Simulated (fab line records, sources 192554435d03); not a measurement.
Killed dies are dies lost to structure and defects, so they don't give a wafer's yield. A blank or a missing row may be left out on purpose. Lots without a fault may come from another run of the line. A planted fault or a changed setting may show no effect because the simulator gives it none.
fab line records | flow n5_finfet | part 1 of 2: steps 1 to 4 of 6
record lots=22 wafers=66 last_day=19
route steps=1938 shown BEOL_M0@715 BEOL_M1@765
lots that met no fault: from a run of the same line without faults
start_h: hours from the record's first day to the start of the lot's first wafer shown | wait_h: hours since the lot's step before | " the same as in the row above | L1.1+2: a row that stands for several wafers | - no value, or no start given | * or withheld: withheld | < > ~ a bound
route shown NAME@n: a module of which the file shows steps, and the number in the route of the first | usual: mean/standard deviation of fault-free wafers | same: alike in all rows | chamber/n: place in a boat | sites: the reading at each site | _std_site: their standard deviation | _edge_site: outer sites' mean less inner sites' | radius_mm: how far each site lies from the wafer's centre | mask NAME#n: copy n | behind: the tool/chamber that last shaped the wafer | hold: why the lot was held/for how many hours/how that ended | device: the transistor (n, p or np) that didn't switch | end of line: the same wafers' tests at the end of the route | a step without rows: its recipe alone | killed: dies lost to structure and defects at the first sort, not the wafer's yield | map: a wafer's dies, x killed, . not, _ none there
set.NAME: the setting as run; set.NAME@STEP: as run at that earlier step | model.NAME: the simulator's own value behind a step, which no gauge read
steps of the route over a sample of lots; a table a step, a row a wafer
services: from which hour (start_h, from the record's first day; less than 0 if before it) a tool's chamber was out of use, for how many hours, and why
## steps
# step N5_BEOL_M0_ETCH_138
# recipe chemistry=CH3F/O2 target_depth_a=120 target=SiCN time_s=31.6 ion_energy_ev=120 pressure_mtorr=30 source_w=395 bias_w=75 Ar_flow_sccm=150 CH3F_flow_sccm=30 O2_flow_sccm=20 ends=cleared
# usual O2_flow_sccm=19.99/0.053 drypump_motor_current_A=5.5/0.38 etch_rf_on_time_s=29.2/0.9 oes_product_au=0.64/0.045 rf_vpp_V=297.0/1.6 showerhead_plenum_p_Torr=2.00/0.068 throttle_valve_pct=16.51/0.19
# columns lot.wafer tool chamber start_h wait_h O2_flow_sccm drypump_motor_current_A etch_rf_on_time_s oes_product_au rf_hours_counter_h rf_vpp_V showerhead_plenum_p_Torr throttle_valve_pct
L074.1 rie_diel-06 0 116.08 0.0 20.02 5.2 29.2 0.62 179 296.6 2.07 16.64
L074.3 " 1 " " 20.05 5.2 27.5 0.60 241 295.5 1.99 16.57
L074.5 " 2 " " 19.96 5.1 28.4 0.61 - 300.3 2.09 16.50
L075.2 rie_diel-06 3 120.84 0.0 19.91 5.9 30.4 0.65 144 297.4 1.93 16.42
L075.4 " 2 " " 19.97 5.1 29.4 0.61 177 297.8 2.09 16.49
L075.6 " 3 " " 19.99 5.9 29.8 0.66 - 295.7 1.93 16.42
L076.1 rie_diel-02 1 128.36 0.0 19.99 5.2 29.7 0.66 127 298.4 2.01 16.29
L076.4 " 3 " " 20.05 5.1 30.2 0.64 163 299.3 2.08 16.70
L076.6 " 0 " " 20.04 6.1 29.8 0.67 - 296.1 1.93 16.25
L077.1 rie_diel-02 0 130.94 0.0 19.97 6.1 28.4 0.67 137 295.9 1.93 16.24
L077.4 " 3 " " 20.06 5.1 27.6 0.65 165 299.0 2.08 16.70
L077.6 " 3 " " 20.10 5.1 28.1 0.65 - 299.7 2.08 16.71
L078.2 rie_diel-01 3 143.81 0.0 19.95 5.7 27.7 0.64 175 300.0 1.99 16.54
L078.4 " 1 " " 20.01 5.7 30.2 0.80 15 297.8 2.04 16.18
L078.6 " 2 " " 19.96 5.7 30.2 0.69 - 297.9 2.02 16.37
L079.2 rie_diel-06 3 150.03 0.0 20.00 5.9 28.7 0.65 154 295.8 1.93 16.40
L079.3 " 2 " " 20.01 5.1 28.5 0.60 188 299.2 2.09 16.52
L079.5 " 2 " " 19.99 5.1 30.5 0.61 - 299.5 2.09 16.53
L080.1 rie_diel-02 1 150.11 0.0 20.01 5.2 27.3 0.66 135 296.4 2.00 16.29
L080.3 " 0 " " 19.94 6.1 28.6 0.67 143 295.9 1.93 16.28
L080.5 " 3 " " 19.99 5.1 27.5 0.64 - 298.6 2.08 16.72
L081.1 rie_diel-02 3 155.11 0.0 20.02 5.1 28.3 0.64 172 298.9 2.08 16.72
L081.2 " 2 " " 20.06 5.3 27.9 0.61 195 294.3 1.90 16.78
L081.6 " 0 " " 20.01 6.1 29.4 0.66 - 296.3 1.93 16.28
L082.1 rie_diel-06 3 159.60 0.0 20.01 5.9 28.8 0.65 158 296.2 1.93 16.44
L082.4 " 1 " " 20.03 5.2 29.3 0.88 0 297.7 1.98 16.18
L082.5 " 3 " " 20.09 5.9 30.1 0.64 - 295.7 1.93 16.44
L084.2 rie_diel-06 3 179.38 0.0 19.98 5.9 29.2 0.63 166 295.0 1.92 16.45
L084.5 " 0 " " 20.00 5.2 31.0 0.60 - 298.9 2.07 16.69
L084.6 " 3 " " 20.00 5.9 29.6 0.64 - 295.5 1.92 16.47
L085.2 rie_diel-06 0 183.70 0.0 20.05 5.2 30.1 0.61 206 298.7 2.07 16.70
L085.5 " 3 " " 19.90 5.9 29.1 0.64 - 294.9 1.92 16.46
L085.6 " 2 " " 20.02 5.1 29.0 0.60 - 297.4 2.08 16.53
L086.1 rie_diel-06 2 194.43 0.0 20.00 5.1 30.0 0.59 208 298.6 2.08 16.53
L086.3 " 3 " " 20.10 5.9 29.0 0.63 174 296.2 1.92 16.48
L086.5 " 0 " " 19.97 5.2 30.5 0.59 - 297.5 2.06 16.72
L087.2 rie_diel-06 2 197.81 0.0 19.98 5.1 29.8 0.59 210 297.3 2.08 16.56
L087.3 " 0 " " 20.01 5.2 30.3 0.60 213 298.1 2.06 16.71
L087.6 " 0 " " 20.03 5.2 31.5 0.60 - 297.5 2.06 16.72
L089.1 rie_diel-02 1 208.96 0.0 20.03 5.2 28.4 0.64 154 296.3 2.00 16.33
L089.4 " 2 " " 19.99 5.3 29.0 0.61 209 297.9 1.90 16.81
L089.6 " 3 " " 19.99 5.1 28.7 0.63 - 298.0 2.07 16.76
L090.3 rie_diel-01 1 213.18 0.0 19.97 5.7 29.2 0.76 39 296.6 2.04 16.21
L090.4 " 2 " " 19.98 5.6 29.1 0.67 110 296.4 2.01 16.42
L090.6 " 1 " " 20.00 5.7 29.8 0.76 - 298.3 2.04 16.21
L091.2 rie_diel-02 2 218.27 0.0 19.94 5.3 29.8 0.59 212 294.5 1.90 16.82
L091.5 " 0 " " 19.94 6.1 31.0 0.64 - 295.4 1.92 16.30
L091.6 " 1 " " 19.96 5.2 31.7 0.64 - 296.1 2.00 16.35
L092.3 rie_diel-02 2 222.02 0.0 20.03 5.3 29.0 0.60 214 293.3 1.90 16.81
L092.5 " 1 " " 19.90 5.2 29.9 0.64 - 296.3 2.00 16.34
L092.6 " 0 " " 19.96 6.1 29.5 0.65 - 296.0 1.92 16.32
L093.2 rie_diel-02 0 230.45 0.0 20.03 6.1 28.8 0.64 174 294.4 1.92 16.32
L093.3 " 3 " " 19.99 5.1 28.8 0.62 200 297.9 2.07 16.78
L093.4 " 1 " " 19.98 5.2 28.7 0.64 162 296.5 2.00 16.34
L094.3 rie_diel-06 2 234.17 0.0 19.99 5.1 30.4 0.58 218 298.4 2.08 16.58
L094.5 " 0 " " 19.98 5.2 29.7 0.59 - 299.3 2.06 16.74
L094.6 " 3 " " 19.96 5.9 29.2 0.62 - 296.5 1.91 16.50
L095.2 rie_diel-02 3 240.83 0.0 20.07 5.1 28.1 0.62 204 299.4 2.07 16.77
L095.5 " 1 " " 20.01 5.3 28.5 0.63 - 297.0 2.00 16.36
L095.6 " 0 " " 19.98 6.2 29.6 0.64 - 295.3 1.92 16.35
L096.1 rie_diel-06 3 245.49 0.0 20.05 5.9 29.5 0.62 194 294.3 1.91 16.51
L096.2 " 2 " " 20.00 5.1 29.4 0.58 221 299.3 2.08 16.59
L096.5 " 3 " " 20.03 5.9 29.5 0.62 - 295.2 1.91 16.51
L097.3 rie_diel-01 2 257.09 0.0 20.05 5.7 28.7 0.66 124 296.3 2.00 16.45
L097.4 " 0 " " 20.09 5.8 29.6 0.68 98 296.2 2.02 16.46
L097.5 " 3 " " 19.93 5.7 28.5 0.61 - 297.1 1.98 16.60
# step N5_BEOL_M0_TRENCH_ETCH_107
# recipe chemistry=C4F6/O2 target_depth_a=328 target=SiOC time_s=16.4 ion_energy_ev=250 pressure_mtorr=30 source_w=355 bias_w=185 Ar_flow_sccm=300 C4F6_flow_sccm=10 O2_flow_sccm=10
# usual O2_flow_sccm=9.997/0.029 drypump_motor_current_A=5.5/0.33 oes_ar_750_au=0.78/0.071 oes_o_777_au=0.77/0.068 oes_product_au=0.77/0.075 rf_vpp_V=665/13 showerhead_plenum_p_Torr=2.85/0.078 throttle_valve_pct=21.05/0.18
# columns lot.wafer tool chamber start_h wait_h O2_flow_sccm drypump_motor_current_A oes_ar_750_au oes_o_777_au oes_product_au rf_hours_counter_h rf_vpp_V showerhead_plenum_p_Torr throttle_valve_pct
L074.1 rie_diel-06 0 120.48 0.0 10.028 5.2 0.74 0.76 0.73 180 653 2.95 21.18
L074.3 " 3 " " 10.030 5.9 0.78 0.78 0.76 143 644 2.76 20.99
L074.5 " 0 " " 10.000 5.2 0.74 0.76 0.72 - 652 2.95 21.18
L075.2 rie_diel-02 2 121.39 0.0 10.004 5.3 0.72 0.73 0.72 185 683 2.72 21.35
L075.4 " 3 " " 10.010 5.1 0.76 0.75 0.75 161 687 2.96 21.29
L075.6 " 2 " " 9.982 5.3 0.73 0.73 0.73 - 682 2.72 21.34
L076.1 rie_diel-01 1 129.35 0.0 9.968 5.7 0.94 0.94 0.96 10 679 2.91 20.76
L076.4 " 3 " " 10.009 5.7 0.76 0.76 0.76 170 673 2.84 21.08
L076.6 " 1 " " 9.967 5.7 0.94 0.95 0.96 - 680 2.91 20.75
L077.1 rie_diel-02 0 131.73 0.0 10.039 6.2 0.78 0.77 0.78 137 653 2.75 20.78
L077.4 " 3 " " 10.004 5.1 0.74 0.75 0.76 165 686 2.96 21.31
L077.6 " 1 " " 9.987 5.2 0.76 0.78 0.77 - 655 2.85 20.81
L078.2 rie_diel-01 1 146.18 0.0 10.037 5.8 0.92 0.92 0.93 16 678 2.91 20.76
L078.4 " 3 " " 10.007 5.7 0.75 0.75 0.75 175 671 2.83 21.07
L078.6 " 2 " " 10.017 5.7 0.82 0.83 0.81 - 656 2.87 20.95
L079.2 rie_diel-02 1 152.45 0.0 9.955 5.2 0.76 0.78 0.77 136 655 2.85 20.83
L079.3 " 3 " " 10.024 5.1 0.75 0.75 0.74 171 685 2.96 21.30
L079.5 " 1 " " 9.950 5.2 0.76 0.77 0.77 - 656 2.85 20.82
L080.1 rie_diel-01 1 152.47 0.0 9.990 5.8 0.93 0.92 0.93 18 679 2.90 20.77
L080.3 " 0 " " 10.023 5.8 0.84 0.82 0.84 63 671 2.89 20.99
L080.5 " 0 " " 9.980 5.8 0.84 0.83 0.84 - 671 2.89 21.01
L081.1 rie_diel-02 0 158.81 0.0 9.990 6.1 0.78 0.78 0.77 147 654 2.75 20.81
L081.2 " 3 " " 10.079 5.1 0.75 0.75 0.75 173 688 2.96 21.31
L081.6 " 1 " " 10.043 5.2 0.76 0.77 0.76 - 657 2.85 20.82
L082.1 rie_diel-06 3 164.87 0.0 9.998 5.9 0.77 0.76 0.76 160 644 2.75 21.03
L082.4 " 0 " " 9.941 5.2 0.73 0.75 0.70 197 653 2.94 21.21
L082.5 " 1 " " 9.979 5.2 1.00 0.97 1.01 - 677 2.83 20.87
L084.2 rie_diel-02 3 180.75 0.0 9.914 5.1 0.74 0.74 0.74 183 687 2.95 21.32
L084.5 " 1 " " 10.026 5.3 0.76 0.76 0.76 - 656 2.85 20.83
L084.6 " 0 " " 9.972 6.1 0.77 0.76 0.76 - 651 2.74 20.81
L085.2 rie_diel-06 3 184.53 0.0 9.975 5.9 0.77 0.75 0.74 169 643 2.74 21.05
L085.5 " 3 " " 10.002 5.9 0.76 0.75 0.73 - 643 2.74 21.03
L085.6 " 2 " " 9.969 5.1 0.70 0.67 0.69 - 668 2.96 21.10
L087.2 rie_diel-01 2 201.07 0.0 9.998 5.7 0.80 0.81 0.80 106 654 2.86 20.97
L087.3 " 3 " " 10.018 5.7 0.74 0.73 0.74 194 672 2.83 21.11
L087.6 " 0 " " 9.953 5.8 0.82 0.80 0.81 - 670 2.89 21.02
L086.1 rie_diel-02 2 201.08 0.0 10.018 5.3 0.71 0.71 0.71 207 684 2.71 21.35
L086.3 " 3 " " 9.987 5.1 0.73 0.74 0.73 190 687 2.95 21.33
L086.5 " 3 " " 10.016 5.1 0.73 0.73 0.73 - 686 2.95 21.33
L089.1 rie_diel-06 3 210.30 0.0 9.960 5.9 0.75 0.75 0.73 181 643 2.74 21.06
L089.4 " 3 " " 10.006 5.9 0.75 0.75 0.73 - 643 2.74 21.06
L089.6 " 0 " " 10.013 5.2 0.71 0.73 0.70 - 651 2.93 21.25
L090.3 rie_diel-01 3 215.84 0.0 9.976 5.7 0.73 0.73 0.74 198 671 2.82 21.12
L090.4 " 1 " " 10.032 5.7 0.89 0.88 0.88 39 680 2.89 20.80
L090.6 " 2 " " 9.983 5.7 0.79 0.81 0.79 - 655 2.86 20.99
L091.2 rie_diel-06 0 220.59 0.0 9.949 5.2 0.71 0.73 0.69 222 652 2.93 21.25
L091.5 " 1 " " 10.035 5.2 0.96 0.93 0.96 - 677 2.83 20.88
L091.6 " 3 " " 10.014 5.9 0.75 0.74 0.73 - 643 2.74 21.07
L092.3 rie_diel-01 0 222.72 0.0 10.044 5.8 0.81 0.79 0.81 86 671 2.88 21.03
L092.5 " 3 " " 9.992 5.7 0.74 0.74 0.74 - 673 2.82 21.13
L092.6 " 2 " " 9.951 5.7 0.78 0.81 0.79 - 655 2.86 20.99
L093.2 rie_diel-06 2 234.44 0.0 10.021 5.1 0.69 0.66 0.69 218 668 2.96 21.13
L093.3 " 3 " " 9.992 5.9 0.75 0.74 0.73 191 644 2.73 21.09
L093.4 " 1 " " 9.982 5.2 0.96 0.92 0.95 15 675 2.82 20.89
L094.3 rie_diel-02 2 239.86 0.0 9.980 5.3 0.70 0.70 0.69 220 683 2.71 21.38
L094.5 " 3 " " 9.992 5.1 0.72 0.72 0.73 - 687 2.94 21.35
L094.6 " 0 " " 10.002 6.2 0.75 0.75 0.75 - 653 2.74 20.84
L095.2 rie_diel-06 0 243.72 0.0 9.967 5.2 0.70 0.72 0.68 230 653 2.92 21.27
L095.5 " 2 " " 9.977 5.1 0.69 0.66 0.68 - 669 2.95 21.12
L095.6 " 1 " " 9.971 5.2 0.95 0.92 0.94 - 677 2.82 20.89
L096.1 rie_diel-01 2 247.73 0.0 10.044 5.7 0.78 0.80 0.77 121 656 2.85 21.02
L096.2 " 3 " " 10.001 5.7 0.73 0.73 0.73 209 672 2.82 21.12
L096.5 " 3 " " 10.018 5.7 0.72 0.72 0.73 - 672 2.82 21.12
L097.3 rie_diel-01 2 257.72 0.0 10.006 5.6 0.78 0.80 0.78 124 655 2.85 21.00
L097.4 " 1 " " 10.010 5.7 0.86 0.85 0.86 54 679 2.89 20.83
L097.5 " 2 " " 9.996 5.7 0.78 0.80 0.77 - 655 2.85 21.02
# step N5_BEOL_M0_ALD_136
# recipe material=TaN target_thk_a=* temp_c=275 ald_precursor_family=PDMAT ald_co_reactant=NH3 pressure_torr=3 carrier_flow_sccm=1500 pulse_time_s=2 purge_time_s=3 co_reactant_purge_time_s=2 co_reactant_pulse_time_s=3 ald_cycles=30 precursor_vessel_temp_c=75 precursor_vessel_pressure_torr=26.25 precursor_vessel_carrier_sccm=1000
# usual heater_power_w=392/26
# same co_reactant_purge_time_s=2 pulse_time_s=2
# columns lot.wafer tool chamber start_h wait_h heater_power_w
L074.1 ald_metal-03 1 121.05 0.0 425
L074.3 " 0 " " 371
L074.5 " 0 " " 366
L075.2 ald_metal-02 3 121.92 0.1 400
L075.4 " 1 " " 366
L075.6 " 0 " " 386
L076.1 ald_metal-01 1 129.95 0.1 364
L076.4 " 2 " " 442
L076.6 " 2 " " 445
L077.1 ald_metal-02 0 132.48 0.2 401
L077.4 " 3 " " 404
L077.6 " 0 " " 391
L078.2 ald_metal-02 0 147.33 0.0 406
L078.4 " 1 " " 372
L078.6 " 2 " " 379
L079.2 ald_metal-02 3 153.19 0.0 409
L079.3 " 2 " " 381
L079.5 " 0 " " 402
L080.1 ald_metal-03 0 153.27 0.0 364
L080.3 " 2 " " 402
L080.5 " 1 " " 424
L081.1 ald_metal-01 1 159.65 0.0 361
L081.2 " 0 " " 347
L081.6 " 0 " " 354
L082.1 ald_metal-01 1 165.55 0.0 359
L082.4 " 2 " " 445
L082.5 " 3 " " 436
L084.2 ald_metal-01 2 182.89 0.3 441
L084.5 " 1 " " 359
L084.6 " 0 " " 360
L085.2 ald_metal-03 1 185.91 0.1 419
L085.5 " 0 " " 371
L085.6 " 1 " " 419
L087.2 ald_metal-02 0 201.69 0.0 394
L087.3 " 2 " " 378
L087.6 " 3 " " 393
L086.1 ald_metal-03 3 201.71 0.0 396
L086.3 " 1 " " 429
L086.5 " 1 " " 421
L089.1 ald_metal-01 1 211.14 0.0 364
L089.4 " 3 " " 419
L089.6 " 1 " " 369
L090.3 ald_metal-02 3 216.92 0.1 388
L090.4 " 3 " " 402
L090.6 " 0 " " 394
L091.2 ald_metal-03 0 222.13 0.0 371
L091.5 " 3 " " 409
L091.6 " 2 " " 392
L092.3 ald_metal-01 1 223.63 0.0 364
L092.5 " 3 " " 436
L092.6 " 0 " " 357
L093.2 ald_metal-02 3 235.22 0.0 398
L093.3 " 0 " " 393
L093.4 " 1 " " 367
L094.3 ald_metal-02 0 240.84 0.2 396
L094.5 " 1 " " 373
L094.6 " 0 " " 404
L095.2 ald_metal-02 2 244.90 0.3 393
L095.5 " 1 " " 377
L095.6 " 0 " " 402
L096.1 ald_metal-02 0 248.51 0.1 395
L096.2 " 1 " " 371
L096.5 " 3 " " 401
L097.3 ald_metal-01 2 258.72 0.0 443
L097.4 " 3 " " 441
L097.5 " 1 " " 358
# step N5_BEOL_M0_SPUTTER_141
# recipe material=Cu target_thk_a=40 temp_c=-20 chamber_pressure_pa=0.07 power_w=withheld time_s=7.37
# usual chuck_gas_flow_sccm=1.26/0.054 throttle_valve_pct=29.8/1.1
# columns lot.wafer tool chamber start_h wait_h chuck_gas_flow_sccm throttle_valve_pct
L074.1 pvd_sputter-02 - 122.09 0.0 1.30 29.8
L074.3 " - " " 1.21 31.5
L074.5 " - " " 1.29 31.7
L075.2 pvd_sputter-03 - 124.22 0.0 1.24 31.0
L075.4 " - " " 1.30 29.1
L075.6 " - " " 1.35 28.6
L076.1 pvd_sputter-03 - 131.63 0.0 1.31 31.2
L076.4 " - " " 1.28 28.9
L076.6 " - " " 1.37 28.7
L077.1 pvd_sputter-03 - 135.07 0.0 1.31 29.1
L077.4 " - " " 1.29 30.4
L077.6 " - " " 1.26 30.2
L078.2 pvd_sputter-02 - 148.55 0.0 1.24 29.2
L078.4 " - " " 1.28 29.7
L078.6 " - " " 1.18 29.2
L079.2 pvd_sputter-02 - 154.05 0.0 1.26 29.7
L079.3 " - " " 1.22 31.8
L079.5 " - " " 1.29 29.3
L080.1 pvd_sputter-01 - 154.09 0.0 1.17 30.2
L080.3 " - " " 1.19 30.0
L080.5 " - " " 1.15 30.1
L081.1 pvd_sputter-03 - 162.45 0.0 1.27 28.4
L081.2 " - " " 1.26 31.1
L081.6 " - " " 1.26 28.3
L082.1 pvd_sputter-01 - 167.93 0.0 1.21 27.0
L082.4 " - " " 1.24 30.0
L082.5 " - " " 1.31 26.9
L084.2 pvd_sputter-02 - 184.14 0.0 1.22 31.4
L084.5 " - " " 1.31 29.5
L084.6 " - " " 1.25 29.5
L085.2 pvd_sputter-02 - 189.11 0.0 1.23 29.8
L085.5 " - " " 1.25 31.6
L085.6 " - " " 1.24 29.2
L087.2 pvd_sputter-01 - 202.54 0.0 1.31 30.4
L087.3 " - " " 1.26 30.0
L087.6 " - " " 1.38 27.0
L086.1 pvd_sputter-03 - 202.63 0.0 1.31 30.1
L086.3 " - " " 1.23 31.2
L086.5 " - " " 1.17 31.1
L089.1 pvd_sputter-01 - 212.01 0.0 1.21 30.1
L089.4 " - " " 1.22 30.2
L089.6 " - " " 1.25 29.9
L090.3 pvd_sputter-02 - 217.94 0.0 1.24 29.8
L090.4 " - " " 1.29 29.0
L090.6 " - " " 1.15 29.6
L091.2 pvd_sputter-03 - 223.01 0.0 1.21 30.4
L091.5 " - " " 1.26 28.5
L091.6 " - " " 1.24 31.1
L092.3 pvd_sputter-03 - 224.55 0.0 1.36 29.0
L092.5 " - " " 1.27 30.1
L092.6 " - " " 1.18 31.0
L093.2 pvd_sputter-02 - 237.92 0.0 1.25 29.2
L093.3 " - " " 1.31 29.5
L093.4 " - " " 1.17 31.7
L094.3 pvd_sputter-03 - 243.33 0.0 1.33 30.3
L094.5 " - " " 1.29 31.0
L094.6 " - " " 1.19 28.3
L095.2 pvd_sputter-02 - 247.45 0.0 1.27 31.4
L095.5 " - " " 1.31 29.6
L095.6 " - " " 1.25 29.3
L096.1 pvd_sputter-01 - 250.86 0.0 1.30 27.0
L096.2 " - " " 1.32 30.1
L096.5 " - " " 1.26 29.9
L097.3 pvd_sputter-03 - 259.55 0.0 1.18 28.7
L097.4 " - " " 1.18 31.1
L097.5 " - " " 1.29 31.0
